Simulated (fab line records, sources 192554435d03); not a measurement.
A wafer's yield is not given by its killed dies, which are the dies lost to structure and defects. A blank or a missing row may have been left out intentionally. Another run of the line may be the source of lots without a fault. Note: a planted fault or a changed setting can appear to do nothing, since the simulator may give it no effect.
Comparing a struck lot with a sound one || flow n5Finfet || 14 steps out of a route of 1938
Sound: these wafers, L442.1, L442.2, L442.4. Wafers L460.3, L460.5, L460.6 were the ones struck. At the end, the cause is stated.
Each step with rows lists, per side, the tool, then ch with its chambers, then its first start. Under that, the readings that differ: sound wafers || struck wafers || difference of the means || sigmas: that difference in standard deviations of wafers without a fault.
alike: a reading whose means differ by less than 2 such deviations, as well as words and numbers matching on both sides. not compared: withheld readings; readings where some wafer has no value; bounds like >300 that might hide an equal value; numbers whose values overlap and for which the record gives no deviation.
Wherever a step has rows on one side only, a row that says differs or no value, or a row with sigmas, the two part there. When numbers do not overlap yet have no deviation, they are printed without sigmas and do not part them. Lack of a reading on every wafer of one side parts them only where that side has two or more wafers.

N5_BEOL_M14_STRIP_63: strips in O2.
  sound on rieDiel-01 ch 0,2,3; struck on rieDiel-01 ch 0,2
  alike: drypumpMotorCurrentA, oesProductAu, rfVppV, showerheadPlenumPTorr, throttleValvePct
  not compared: rfHoursCounterH
N5_BEOL_M14_STRIP_64: strips in O2.
  sound on rieDiel-01 ch 0,2,3; struck on rieDiel-01 ch 0,2
  alike: drypumpMotorCurrentA, oesProductAu, rfVppV, showerheadPlenumPTorr, throttleValvePct
  not compared: rfHoursCounterH
then, 2 steps without rows for these wafers: N5_BEOL_M14_STRIP_71 (strips in post etch residue remover, time 60 s); N5_BEOL_M14_SRD_72 (time 30 s, dry time 30 s).
N5_BEOL_M14_CD_MEAS_17: target cd 250 nm.
  sound on cdSem-01, day 11 07:01; struck on cdSem-01, day 15 19:52
  alike: cdNm
then, 7 steps without rows for these wafers: N5_BEOL_M14_COAT_65 (time 60 s, resist thk 450 nm); N5_BEOL_M14_COAT_66 (time 60 s, resist thk 110 nm); N5_BEOL_M14_COAT_22 (resist thk 300 nm); N5_BEOL_M14_EBR_24; N5_BEOL_M14_SOFTBAKE_23 (time 60 s); N5_BEOL_M14_EXPOSE_25 (exposes mask M14, target cd 280 nm); N5_BEOL_M14_PEB_26 (peb time 90 s).
N5_BEOL_M14_DEVELOP_27: develop time 45 s.
  struck on lithoTrack-01, day 15 20:13; sound on lithoTrack-01 ch 0, day 11 07:14
  no value came back on the struck wafers for chillPlateTempC (C), developTimeS (s); on the sound wafers chillPlateTempC (C) reads 22.76 22.94 23.13
{"reading": "model.coat_of_BEOL_M14_COAT_22.thkNm (nm)", "sound": "287.8 287 287.4", "struck": "299.8 299.4 300.2", "difference": "+12.4", "sigmas": ""}
then, 1 step without rows for these wafers: N5_BEOL_M14_HARDBAKE_32 (time 120 s).

WHERE THEY PART
Only at N5_BEOL_M14_DEVELOP_27, as far as this record shows.

WHY: what had been put in by the simulator
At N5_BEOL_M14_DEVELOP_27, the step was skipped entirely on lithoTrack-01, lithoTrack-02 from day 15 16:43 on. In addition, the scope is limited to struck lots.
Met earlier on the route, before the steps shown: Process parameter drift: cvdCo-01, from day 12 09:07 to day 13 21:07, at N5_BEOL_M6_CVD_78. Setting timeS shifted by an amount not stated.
